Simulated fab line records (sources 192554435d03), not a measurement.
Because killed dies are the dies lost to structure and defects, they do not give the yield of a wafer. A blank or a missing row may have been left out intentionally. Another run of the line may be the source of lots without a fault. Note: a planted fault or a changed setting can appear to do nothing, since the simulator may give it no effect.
Which tool was responsible? :: flow n5-finfet :: 11 lots with 33 wafers sampled at 2 steps, on a route of 1938 steps

## WHAT THE GAUGES READ, wafer by wafer
N5_BEOL_M14_INSPECT_12: inspects for defects (macro). Usual: 2.0 for raw-defect-count, sd 1.4.
lot: L420
measured: day 11 10:27
on: defect-inspect-01
raw-defect-count: 1 4 1
flag: 

lot: L422
measured: day 11 13:42
on: defect-inspect-01
raw-defect-count: 1 3 2
flag: 

lot: L421
measured: day 11 19:47
on: defect-inspect-02
raw-defect-count: 2 1 1
flag: 

lot: L427
measured: day 13 06:08
on: defect-inspect-01
raw-defect-count: 7 4 1
flag: 

lot: L426
measured: day 13 14:10
on: defect-inspect-01
raw-defect-count: 1 3 3
flag: 

lot: L428
measured: day 13 14:36
on: defect-inspect-01
raw-defect-count: 2 2 3
flag: 

lot: L425
measured: day 13 15:26
on: defect-inspect-01
raw-defect-count: 2 3 3
flag: 

lot: L432
measured: day 15 01:01
on: defect-inspect-01
raw-defect-count: 3 1 3
flag: 

lot: L439
measured: day 16 06:31
on: defect-inspect-01
raw-defect-count: 3 2 0
flag: 

lot: L438
measured: day 16 09:11
on: defect-inspect-01
raw-defect-count: 1 6 6
flag: 

lot: L440
measured: day 17 11:22
on: defect-inspect-01
raw-defect-count: 0 2 0
flag: 

## WHAT TOOL EACH LOT RAN ON (gives the tool, then ch and the chambers of the sampled wafers, and finally the start)
lot: L420
N5_BEOL_M13_ANNEAL_48: rtp-anneal-02 ch 0, day 11 08:58

lot: L422
N5_BEOL_M13_ANNEAL_48: rtp-anneal-01 ch 0, day 11 12:20

lot: L421
N5_BEOL_M13_ANNEAL_48: rtp-anneal-01 ch 0, day 11 18:22

lot: L427
N5_BEOL_M13_ANNEAL_48: rtp-anneal-01 ch 0, day 13 04:49

lot: L426
N5_BEOL_M13_ANNEAL_48: rtp-anneal-02 ch 0, day 13 12:42

lot: L428
N5_BEOL_M13_ANNEAL_48: rtp-anneal-02 ch 0, day 13 13:17

lot: L425
N5_BEOL_M13_ANNEAL_48: rtp-anneal-01 ch 0, day 13 14:05

lot: L432
N5_BEOL_M13_ANNEAL_48: rtp-anneal-01 ch 0, day 14 23:43

lot: L439
N5_BEOL_M13_ANNEAL_48: rtp-anneal-02 ch 0, day 16 05:16

lot: L438
N5_BEOL_M13_ANNEAL_48: rtp-anneal-02 ch 0, day 16 07:47

lot: L440
N5_BEOL_M13_ANNEAL_48: rtp-anneal-01 ch 0, day 17 10:05
- N5_BEOL_M13_ANNEAL_48: time 90 s.

## WHAT THE TOOLS THEMSELVES READ (means of the sampled wafers that have a number; where no wafer has one, the mark that the record gives instead)
N5_BEOL_M13_ANNEAL_48. Usual: 226.0 for wafer_temp_C_max, sd 0.37.
lot: L420
tool: rtp-anneal-02
wafer_temp_C_max: 225.7
flag: 

lot: L422
tool: rtp-anneal-01
wafer_temp_C_max: 226.5
flag: 

lot: L421
tool: rtp-anneal-01
wafer_temp_C_max: 226.2
flag: 

lot: L427
tool: rtp-anneal-01
wafer_temp_C_max: 226.0
flag: 

lot: L426
tool: rtp-anneal-02
wafer_temp_C_max: 225.8
flag: 

lot: L428
tool: rtp-anneal-02
wafer_temp_C_max: 225.6
flag: 

lot: L425
tool: rtp-anneal-01
wafer_temp_C_max: 226.3
flag: 

lot: L432
tool: rtp-anneal-01
wafer_temp_C_max: 226.6
flag: 

lot: L439
tool: rtp-anneal-02
wafer_temp_C_max: 225.6
flag: 

lot: L438
tool: rtp-anneal-02
wafer_temp_C_max: 225.5
flag: 

lot: L440
tool: rtp-anneal-01
wafer_temp_C_max: 226.2
flag: 

## THE ANSWER, worked out from the rows above alone
Rule: a lot is off if the mean of its wafers that have a number lies more than 3 standard deviations from the usual mean. Also off: a lot with no number at a reading for which 4 or more lots have one. Any other lot the step has rows for is counted as sound. After the gauges, taken in route order, come the tools' own readings; for these a lot's mean is taken, as printed above. The first step at which some lot is off is used, and at that step the reading that is off furthest; a lot without a number counts as furthest.
No lot is off at any reading shown: from this, nothing can be told.

## WHAT HAD BEEN PUT IN BY THE SIMULATOR
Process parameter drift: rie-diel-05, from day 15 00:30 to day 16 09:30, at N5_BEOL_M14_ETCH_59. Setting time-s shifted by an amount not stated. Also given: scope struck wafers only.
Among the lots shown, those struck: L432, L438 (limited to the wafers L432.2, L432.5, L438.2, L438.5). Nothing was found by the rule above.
